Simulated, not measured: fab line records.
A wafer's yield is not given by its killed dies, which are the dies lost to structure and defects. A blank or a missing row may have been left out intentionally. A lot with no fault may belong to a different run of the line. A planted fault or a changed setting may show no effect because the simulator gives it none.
Struck lot and sound lot, side by side -- flow nand-harc -- 21 out of 1302 route steps
Sound: these wafers, L970.2, L970.3, L970.5. Struck: wafers L984.2, L984.6 (left out: L984.4, a lot-mate that was not struck); the cause follows at the end.
Order at every step that has rows: each side's tool, ch and its chambers, its first start. Under that, the readings that differ: sound wafers -- struck wafers -- difference of the means -- sigmas: that difference in standard deviations of wafers without a fault.
alike: readings whose means differ by less than 2 such deviations, and words and numbers that are the same on both sides. not compared: withheld readings, readings that some wafer has no value for, bounds like >300 that may hide the same value, and numbers for which the record gives no deviation and whose values overlap.
Wherever a step has rows on one side only, a row that says differs or no value, or a row with sigmas, the two part there. Numbers that don't overlap but have no deviation are shown without sigmas and don't part them. Lack of a reading on every wafer of one side parts them only where that side has two or more wafers.

NHARC_A_ONON_D1_THK_MEAS_34: measures by ellipsometry.
  struck on film-metro-01, day 15 14:50; sound on film-metro-02, day 9 13:26
  alike: thk-nm
NHARC_A_ONON_D1_INSPECT_32:
  struck on defect-inspect-01, day 15 14:53; sound on defect-inspect-02, day 9 13:29
  alike: raw-defect-count
NHARC_A_CHANNEL_HOLE_D1_DEP_00: deposits aC, target thk 3100 nm.
  sound on acl-dep-03 ch 0, day 9 13:53; struck on acl-dep-02 ch 0, day 15 15:16
  alike: throttle-valve-pct
NHARC_A_CHANNEL_HOLE_D1_DEP_01: deposits SiON, target thk 140 nm.
  sound on pecvd-04 ch 0,1, day 9 15:32; struck on pecvd-02 ch 0,2, day 15 16:53
  alike: heater-power-w
  not compared: since-wet-clean-h
then, 7 steps without rows for these wafers: NHARC_A_CHANNEL_HOLE_D1_DEHYDRATE_02 (time 120 s); NHARC_A_CHANNEL_HOLE_D1_HMDS_03 (time 30 s); NHARC_A_CHANNEL_HOLE_D1_COAT_36 (time 75 s); NHARC_A_CHANNEL_HOLE_D1_COAT_37 (time 65 s); NHARC_A_CHANNEL_HOLE_D1_COAT_04 (resist thk 90 nm); NHARC_A_CHANNEL_HOLE_D1_SOFTBAKE_05 (time 55 s); NHARC_A_CHANNEL_HOLE_D1_EBR_06.
NHARC_A_CHANNEL_HOLE_D1_EXPOSE_07: exposes mask HOLE D1, target cd 100 nm.
  sound on arfi-scanner-02 ch 0, day 9 16:05; struck on arfi-scanner-02 ch 0, day 15 17:20
  alike: mask
then, 2 steps without rows for these wafers: NHARC_A_CHANNEL_HOLE_D1_PEB_08 (peb time 65 s); NHARC_A_CHANNEL_HOLE_D1_DEVELOP_09 (develop time 35 s).
NHARC_A_CHANNEL_HOLE_D1_CD_MEAS_10: the cd target is 100 nm.
  sound on cd-sem-03 ch 0, day 9 16:14; struck on cd-sem-01 ch 0, day 15 17:29
reading,sound,struck,difference,sigmas
cd-nm (nm),99.9 99.3 99.8,101.2 101.6,+1.7,+4
NHARC_A_CHANNEL_HOLE_D1_OVL_MEAS_11:
  struck on overlay-01, day 15 17:34; sound on overlay-01, day 9 16:19
  alike: overlay-x-nm, overlay-y-nm
NHARC_A_CHANNEL_HOLE_D1_INSPECT_12:
  struck on defect-inspect-01, day 15 17:36; sound on defect-inspect-01, day 9 16:21
  alike: raw-defect-count
NHARC_A_CHANNEL_HOLE_D1_DESCUM_15: chemistry O2, time 3 s.
  sound on rie-diel-13 ch 1,3, day 9 16:25; struck on rie-diel-13 ch 0,2, day 15 17:41
reading,sound,struck,difference,sigmas
model.A_CHANNEL_HOLE_D1.cd-nm (nm),99.77 99.61 100.2,102.6 102.1,+2.5,
  alike: drypump-motor-current-A, oes-product-au, rf-vpp-V, showerhead-plenum-p-Torr, throttle-valve-pct
  not compared: rf-hours-counter-h
NHARC_A_CHANNEL_HOLE_D1_ETCH_38: etches the open film in CF4, target depth 39 nm, time 65 s.
  sound on rie-diel-13 ch 1,2, day 9 16:31; struck on rie-diel-13 ch 1,2, day 15 17:46
reading,sound,struck,difference,sigmas
model.A_CHANNEL_HOLE_D1.cd-nm (nm),99.82 99.52 100.2,102.8 102.3,+2.7,
  alike: drypump-motor-current-A, oes-product-au, rf-vpp-V, showerhead-plenum-p-Torr, throttle-valve-pct
  not compared: rf-hours-counter-h
NHARC_A_CHANNEL_HOLE_D1_ETCH_39: etches the open film in N2/H2, target depth 260 nm, time 325 s.
  sound on rie-diel-13 ch 1,2; struck on rie-diel-13 ch 1,2
  alike: drypump-motor-current-A, n2-flow-sccm, oes-product-au, rf-vpp-V, showerhead-plenum-p-Torr, throttle-valve-pct
  not compared: rf-hours-counter-h
-- the record jumps here: 16 days lie between the struck wafers' starts before and after (it left off in module A_CHANNEL_HOLE_D1 and takes up again in module END, whose first step shown is number 1302 of the route) --
NHARC_END_SORT_01:
  sound on prober-01 ch 0, day 25 15:47; struck on prober-02 ch 0, day 31 18:22
  alike: killed-at-array, killed-at-other, killed-at-periphery, killed-dies, killed-open, killed-short

WHERE THEY PART
At NHARC_A_CHANNEL_HOLE_D1_CD_MEAS_10 and nowhere else, as far as this record goes. Later steps at which nothing parts them and some readings are alike: NHARC_A_CHANNEL_HOLE_D1_OVL_MEAS_11, NHARC_A_CHANNEL_HOLE_D1_INSPECT_12, NHARC_A_CHANNEL_HOLE_D1_DESCUM_15, NHARC_A_CHANNEL_HOLE_D1_ETCH_38, NHARC_A_CHANNEL_HOLE_D1_ETCH_39, NHARC_END_SORT_01.

WHY: the cause the simulator had injected
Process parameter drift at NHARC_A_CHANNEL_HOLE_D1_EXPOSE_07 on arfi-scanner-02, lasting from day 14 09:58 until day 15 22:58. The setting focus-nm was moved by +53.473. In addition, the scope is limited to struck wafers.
